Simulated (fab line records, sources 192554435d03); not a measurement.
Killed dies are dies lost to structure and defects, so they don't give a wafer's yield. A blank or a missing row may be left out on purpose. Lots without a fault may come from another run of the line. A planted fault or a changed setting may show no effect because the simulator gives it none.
Which tool did it? | flow n5_finfet | 11 lots, 33 wafers sampled, at 4 steps of a route of 1938

WHAT THE GAUGES READ, wafer by wafer
N5_PASSIVATION_OVL_MEAS_66. Usual: PASS_OPEN_OVL -1 nm, standard deviation 5.7.
lot  | measured     | on         | PASS_OPEN_OVL (nm) | flag
L464 | day 12 18:58 | overlay-01 | -3 -2 1            |
L468 | day 13 19:46 | overlay-02 | 2 -3 8             |
L471 | day 14 01:46 | overlay-01 | -1 -9 0            |
L470 | day 14 09:49 | overlay-02 | 11 -1 2            |
L469 | day 14 10:43 | overlay-02 | 4 13 1             |
L472 | day 15 02:43 | overlay-02 | 5 4 5              |
L476 | day 16 03:21 | overlay-02 | 4 2 -12            |
L475 | day 16 05:53 | overlay-01 | -15 -4 -10         |
L478 | day 17 01:02 | overlay-01 | -11 4 -12          |
L480 | day 17 01:29 | overlay-01 | 3 -14 -3           |
L484 | day 18 08:37 | overlay-02 | -1 -2 -11          |

WHICH TOOL RAN EACH LOT (tool, then ch and the chambers of the sampled wafers, then the start)
lot  | N5_BEOL_M14_PRE_CLEAN_42     | N5_PASSIVATION_PECVD_01         | N5_PASSIVATION_ETCH_15
L464 | pvd_sputter-03, day 11 22:53 | pecvd-04 ch 0,1,2, day 12 14:47 | rie_diel-01 ch 0,2,3, day 12 18:58 or earlier
L468 | pvd_sputter-02, day 12 18:13 | pecvd-03 ch 0,2, day 13 13:52   | rie_diel-06 ch 1,3, day 13 19:46 or earlier
L471 | pvd_sputter-03, day 13 07:36 | pecvd-02 ch 0,1, day 13 21:18   | rie_diel-01 ch 1,2, day 14 01:46 or earlier
L470 | pvd_sputter-03, day 13 12:26 | pecvd-04 ch 0,2, day 14 02:19   | rie_diel-05 ch 0,1,3, day 14 09:49 or earlier
L469 | pvd_sputter-02, day 13 14:44 | pecvd-04 ch 0,2, day 14 04:11   | rie_diel-01 ch 0,2,3, day 14 10:43 or earlier
L472 | pvd_sputter-03, day 14 06:58 | pecvd-02 ch 0,1,2, day 14 20:04 | rie_diel-01 ch 0,1,3, day 15 02:43 or earlier
L476 | pvd_sputter-02, day 15 01:40 | pecvd-04 ch 0,2, day 15 19:21   | rie_diel-05 ch 0,1,2, day 16 03:21 or earlier
L475 | pvd_sputter-02, day 15 06:41 | pecvd-02 ch 0,1,2, day 15 22:18 | rie_diel-06 ch 0,2, day 16 05:53 or earlier
L478 | pvd_sputter-02, day 16 04:34 | pecvd-02 ch 1,2, day 16 20:19   | rie_diel-06 ch 0,3, day 17 01:02 or earlier
L480 | pvd_sputter-02, day 16 05:07 | pecvd-04 ch 0,1,2, day 16 20:33 | rie_diel-05 ch 0,1,2, day 17 01:29 or earlier
L484 | pvd_sputter-01, day 17 14:26 | pecvd-03 ch 0,2, day 18 04:13   | rie_diel-01 ch 1,2, day 18 08:37 or earlier
- N5_BEOL_M14_PRE_CLEAN_42: time 30 s.
- N5_PASSIVATION_PECVD_01: deposits SiNx from SiH4/NH3/N2, target thk 200 nm, time 43.2 s.
- N5_PASSIVATION_ETCH_15: etches SiCN in CF4/N2, target depth 75 nm, time 81.2 s.

WHAT THE TOOLS THEMSELVES READ (means of the sampled wafers that have a number; where no wafer has one, the mark that the record gives instead)
N5_BEOL_M14_PRE_CLEAN_42. Usual: heater_power_w 462 W, standard deviation 34.
lot  | tool           | heater_power_w (W) | flag
L464 | pvd_sputter-03 | 462                |
L468 | pvd_sputter-02 | 459                |
L471 | pvd_sputter-03 | 478                |
L470 | pvd_sputter-03 | 495                |
L469 | pvd_sputter-02 | 479                |
L472 | pvd_sputter-03 | 466                |
L476 | pvd_sputter-02 | 461                |
L475 | pvd_sputter-02 | 460                |
L478 | pvd_sputter-02 | 451                |
L480 | pvd_sputter-02 | 455                |
L484 | pvd_sputter-01 | 462                |

N5_PASSIVATION_PECVD_01. Usual: heater_power_w 388 W, standard deviation 93; showerhead_plenum_p_Torr 8.68 Torr, standard deviation 0.048; throttle_valve_pct 28.3 %, standard deviation 1.1.
lot  | tool     | heater_power_w (W) | showerhead_plenum_p_Torr (Torr) | throttle_valve_pct (%) | flag
L464 | pecvd-04 | 407                | 8.66                            | 27.6                   |
L468 | pecvd-03 | 327                | 8.70                            | 28.5                   |
L471 | pecvd-02 | 331                | 8.67                            | 28.2                   |
L470 | pecvd-04 | 497                | 8.66                            | 27.0                   |
L469 | pecvd-04 | 483                | 8.65                            | 26.9                   |
L472 | pecvd-02 | 397                | 8.68                            | 28.4                   |
L476 | pecvd-04 | 492                | 8.65                            | 27.0                   |
L475 | pecvd-02 | 404                | 8.67                            | 28.2                   |
L478 | pecvd-02 | 394                | 8.68                            | 28.5                   |
L480 | pecvd-04 | 377                | 8.66                            | 27.6                   |
L484 | pecvd-03 | 343                | 8.75                            | 29.5                   |

N5_PASSIVATION_ETCH_15. Usual: drypump_motor_current_A 5.9 A, standard deviation 0.42; mfc_ar_sccm 100.02 sccm, standard deviation 0.3; oes_product_au 0.78 a.u., standard deviation 0.089; rf_vpp_V 383.1 V, standard deviation 2.3; showerhead_plenum_p_Torr 2.24 Torr, standard deviation 0.084; throttle_valve_pct 15.40 %, standard deviation 0.24.
lot  | tool        | drypump_motor_current_A (A) | mfc_ar_sccm (sccm) | oes_product_au (a.u.) | rf_vpp_V (V) | showerhead_plenum_p_Torr (Torr) | throttle_valve_pct (%) | flag
L464 | rie_diel-01 | 5.8                         | 100.19             | 0.73                  | 381.9        | 2.23                            | 15.49                  |
L468 | rie_diel-06 | 6.2                         | 99.69              | 0.77                  | 382.0        | 2.23                            | 15.52                  |
L471 | rie_diel-01 | 6.3                         | 99.70              | 0.74                  | 383.4        | 2.22                            | 15.25                  |
L470 | rie_diel-05 | 5.8                         | 99.94              | 0.79                  | 382.8        | 2.25                            | 15.45                  |
L469 | rie_diel-01 | 5.8                         | 100.02             | 0.72                  | 383.0        | 2.23                            | 15.51                  |
L472 | rie_diel-01 | 5.8                         | 100.41             | 0.74                  | 383.7        | 2.29                            | 15.43                  |
L476 | rie_diel-05 | 5.7                         | 100.27             | 0.83                  | 382.2        | 2.23                            | 15.30                  |
L475 | rie_diel-06 | 5.4                         | 100.28             | 0.81                  | 384.6        | 2.28                            | 15.54                  |
L478 | rie_diel-06 | 5.8                         | 99.85              | 0.78                  | 383.5        | 2.26                            | 15.58                  |
L480 | rie_diel-05 | 5.7                         | 99.73              | 0.82                  | 382.6        | 2.23                            | 15.31                  |
L484 | rie_diel-01 | 6.4                         | 100.03             | 0.69                  | 380.7        | 2.15                            | 15.40                  |

THE ANSWER, worked out from the rows above alone
Rule: a lot is off if the mean of its wafers that have a number lies more than 3 standard deviations from the usual mean. A lot without any number at a reading at which 4 lots or more have one is off too. The other lots that the step has rows for count as sound. The gauges are gone through in route order, then the tools' own readings, and for those a lot's mean is taken as printed above. The first step at which some lot is off is used, and at that step the reading that is off furthest; a lot without a number counts as furthest.
No lot is off at any reading shown: from this, nothing can be told.

WHAT THE SIMULATOR HAD PUT IN
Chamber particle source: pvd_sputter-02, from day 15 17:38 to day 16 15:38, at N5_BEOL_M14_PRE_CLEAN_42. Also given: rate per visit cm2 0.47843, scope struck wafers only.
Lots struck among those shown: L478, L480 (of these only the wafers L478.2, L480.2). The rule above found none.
